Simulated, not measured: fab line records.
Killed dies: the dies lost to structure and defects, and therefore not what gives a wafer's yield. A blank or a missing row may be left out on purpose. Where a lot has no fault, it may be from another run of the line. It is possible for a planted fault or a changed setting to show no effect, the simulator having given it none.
A lot that was struck, set against a sound lot || flow n5_finfet || 37 steps out of a route of 1938
Sound: wafers L931.2, L931.4, L931.6. Struck: wafer L943.5. (L943.4 of the same lot was not struck and is left out.) The cause comes at the end.
Order at every step that has rows: each side's tool, ch and its chambers, its first start. Under that, the readings that differ: sound wafers || struck wafers || difference of the means || sigmas: that difference in standard deviations of wafers without a fault.
alike: a reading whose means differ by less than 2 such deviations, as well as words and numbers matching on both sides. not compared: withheld readings; readings where some wafer has no value; bounds like >300 that might hide an equal value; numbers whose values overlap and for which the record gives no deviation.
Wherever a step has rows on one side only, a row that says differs or no value, or a row with sigmas, the two part there. Numbers that have no deviation but don't overlap get no sigmas and don't part them. A reading that every wafer of one side lacks parts them only if that side has two wafers or more.

first, 9 steps without rows for these wafers: N5_BEOL_M4_ANNEAL_95 (time 240 s); N5_BEOL_M4_SPUTTER_96 (material Cu, target thk 4.5 nm, time 8.29 s); N5_BEOL_M4_ECD_50 (material Cu, target thk 300 nm); N5_BEOL_M4_ANNEAL_51 (time 90 s); N5_BEOL_M4_CMP_52 (polishes, stops on SiOC, t overpolish 6.8 s, target thk 40 nm); N5_BEOL_M4_PRE_CLEAN_60 (time 15 s); N5_BEOL_M4_CO_CAP_55 (material Co, precursor CCTBA/H2, target thk 2 nm, time 102.1 s); N5_BEOL_M4_PRE_CLEAN_56 (time 15 s); N5_BEOL_M4_DEP_57 (deposits SiCN from 3MS/NH3, target thk 8 nm, time 14 s).
N5_BEOL_M4_RC_MEAS_101:
  sound on prober-01 ch 0, day 10 03:08; struck on prober-02 ch 0, day 13 22:25
  alike: DIBL_N, DIBL_P, IOFF_N, IOFF_P, ION_N, ION_P, SS_N, SS_P, VT_N, VT_P
then, 24 steps without rows for these wafers: N5_BEOL_M5_ILD_DEP_00 (deposits SiCOH lowk from DEMS/porogen, target thk 140.64 nm, time 25.9 s); N5_BEOL_M5_CURE_79 (cures SiCOH lowk, time 240 s); N5_BEOL_M5_PECVD_70 (deposits SiO2 from TEOS/O2, target thk 16 nm, time 18 s); N5_BEOL_M5_HM_DEP_02 (deposits TiN, target thk 20 nm); N5_BEOL_M5_COAT_59 (time 60 s, resist thk 60 nm); N5_BEOL_M5_COAT_60 (time 60 s, resist thk 12 nm); N5_BEOL_M5_COAT_71 (time 60 s, resist thk 5 nm); N5_BEOL_M5_COAT_05 (resist thk 30 nm); N5_BEOL_M5_EBR_07; N5_BEOL_M5_SOFTBAKE_06 (time 60 s); N5_BEOL_M5_EXPOSE_08 (exposes mask M5, target cd 28 nm); N5_BEOL_M5_PEB_09 (peb time 60 s); N5_BEOL_M5_DEVELOP_10 (develop time 30 s); N5_BEOL_M5_DESCUM_16 (chemistry O2, time 7 s); N5_BEOL_M5_ETCH_72 (etches underlayer in N2/H2, target depth 6.5 nm, time 5.2 s); N5_BEOL_M5_ETCH_61 (etches SiARC in CF4, target depth 15.6 nm, time 26 s); N5_BEOL_M5_ETCH_62 (etches SOC in N2/H2, target depth 75 nm, overetch 15 nm, time 112.5 s); N5_BEOL_M5_STRIP_63 (strips in N2/H2); N5_BEOL_M5_STRIP_73 (strips in N2/H2); N5_BEOL_M5_STRIP_64 (strips in CF4); N5_BEOL_M5_HM_OPEN_17 (chemistry Cl2/BCl3, target TiN, target depth 20 nm, overetch 6 nm); N5_BEOL_M5_STRIP_19 (strips in O2); N5_BEOL_M5_COAT_65 (time 60 s, resist thk 60 nm); N5_BEOL_M5_COAT_66 (time 60 s, resist thk 12 nm).
N5_BEOL_M6_ETCH_66: etches SOC in N2/H2, target depth 80 nm, overetch 16 nm, time 120 s.
  sound on rie_diel-02 ch 1,3, day 10 20:53; struck on rie_diel-06 ch 2, day 14 23:02
{"reading": "model.etch.depth_nm (nm)", "sound": "60.3 60.29 60.39", "struck": 50.33, "difference": -10.00, "sigmas": ""}
{"reading": "model.SiARC_of_BEOL_M6_COAT_64.thk_nm (nm)", "sound": "6.4 6.6 6.8", "struck": 9, "difference": "+2", "sigmas": ""}
{"reading": "model.BEOL_M6.cd_nm (nm)", "sound": "40.6 40.6 40", "struck": 38.6, "difference": -1.8, "sigmas": ""}
  alike: drypump_motor_current_A, oes_product_au, rf_vpp_V, showerhead_plenum_p_Torr, throttle_valve_pct
  not compared: rf_hours_counter_h
N5_BEOL_M6_VIA_ETCH_34: etches SiCOH lowk in C4F6/O2, target depth 126.3 nm, time 50.9 s.
  sound on rie_diel-02 ch 1,3, day 10 20:59; struck on rie_diel-06 ch 2, day 14 23:08
{"reading": "oes_product_au (a.u.)", "sound": "0.71 0.71 0.70", "struck": 0.95, "difference": "+0.24", "sigmas": "+2"}
{"reading": "model.BEOL_M6.cd_nm (nm)", "sound": "40.6 40.6 40", "struck": 38.4, "difference": -2.0, "sigmas": ""}
  alike: O2_flow_sccm, drypump_motor_current_A, rf_vpp_V, showerhead_plenum_p_Torr, throttle_valve_pct
  not compared: rf_hours_counter_h
-- here the record skips 4 days between the struck wafers' starts before and after, leaving off in module BEOL_M6 and picking up in module PASSIVATION (first step shown: number 1936 of the route) --
N5_PASSIVATION_PROBE_49:
  rows exist in the record for the struck wafers here (prober-01, day 18 14:13), but not for the sound ones

## WHERE THEY PART
First at N5_BEOL_M6_VIA_ETCH_34; last, within this record, at N5_PASSIVATION_PROBE_49.

WHY: what had been put in by the simulator
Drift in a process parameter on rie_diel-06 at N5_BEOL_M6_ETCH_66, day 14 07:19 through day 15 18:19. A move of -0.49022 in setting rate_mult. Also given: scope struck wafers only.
